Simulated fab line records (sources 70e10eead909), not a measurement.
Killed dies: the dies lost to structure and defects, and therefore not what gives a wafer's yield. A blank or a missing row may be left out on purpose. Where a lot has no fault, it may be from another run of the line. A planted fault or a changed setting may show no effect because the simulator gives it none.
8D (eight disciplines) problem report, filled in by code / flow nand-harc / the parts of the form that need people (team, actions taken, sign-off) are left out

## 1. THE PROBLEM
Mean of raw-defect-count at NHARC_P_GATE_INSPECT_68: 1200 across 6 wafers in 2 lots; on wafers with no fault it is 199 (standard deviation 74). That is +14 standard deviations from the usual mean.
The first sign was on wafer L160.3 at day 7 13:49, on defect-inspect-01. The record has a number at this step for 36 wafers belonging to 12 lots. Rule for "out", or "out of limits": more than 4 standard deviations from the usual mean. The rest of the wafers with a number are treated as sound.

## 2. WHAT THIS IS AND IS NOT
question=which readings at this step | is=raw-defect-count | is not=-
question=which lots | is=L160, L162 | is not=L152, L154, L156, L158, L159, L169, L171, L172, L173, L174
question=which wafers of those lots | is=all that have a number | is not=-
question=read on which gauges | is=defect-inspect-01, defect-inspect-02 | is not=-
question=when | is=from day 7 13:49 | is not=up to then (15 sound wafers); but 15 sound wafers of L169, L171, L172, L173, L174 came after

## 3. WHAT RULES OUT EACH SUSPECT
Counting: a tool at any process step up to the reading remains a suspect when it ran all the lots that are out and ran no sound lot after the first of those.
- the gauge at NHARC_P_GATE_INSPECT_68 has been ruled out. The wafers that are out were read on 2 gauges (defect-inspect-01, defect-inspect-02).
- plasma-asher-02 at NHARC_P_GATE_STRIP_76 (strips in O2): ruled out as a lasting fault. After its first lot that is out, L160 (day 7 08:49), sound lots L171, L173 ran on it.
Left after counting: nothing in the record.

## 4. THE CAUSE (what the simulator had put in)
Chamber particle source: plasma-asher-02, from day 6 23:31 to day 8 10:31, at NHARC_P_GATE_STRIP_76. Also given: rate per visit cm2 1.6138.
The count ruled it out by mistake, since the rule takes a fault to strike every lot its tool runs from the start of the fault on, and this one did not do so.

## 5. THE CHAIN OF EFFECTS, in route order
One row per reading whose mean, taken over the struck wafers that have a number, lies over 3 standard deviations from the usual. Only readings for which the record gives a usual standard deviation are gone through. hours: the time from each lot's start at the first step in this table that gives one to its start at this step, as a median over the lots. sigmas: the change in usual standard deviations.
hours=0; step=NHARC_P_GATE_INSPECT_68; reading=raw-defect-count; usual=199; on struck wafers=1200; change=+1001; sigmas=+14
hours=329; step=NHARC_END_SORT_01; reading=killed-at-periphery; usual=3.1; on struck wafers=89.3; change=+86.2; sigmas=+41
hours=329; step=NHARC_END_SORT_01; reading=killed-dies; usual=30; on struck wafers=112; change=+82; sigmas=+7.5

## 6. WHAT WOULD HAVE CAUGHT IT SOONER
Counted from the fault's start at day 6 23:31, it took 14 hours until the first out-of-limits reading at a measuring or inspecting step in this record, taken at day 7 13:49.
No tool reading at NHARC_P_GATE_STRIP_76 that has a usual standard deviation in the record was out on any struck wafer, so an alarm limit of 4 standard deviations on those readings would not have fired.
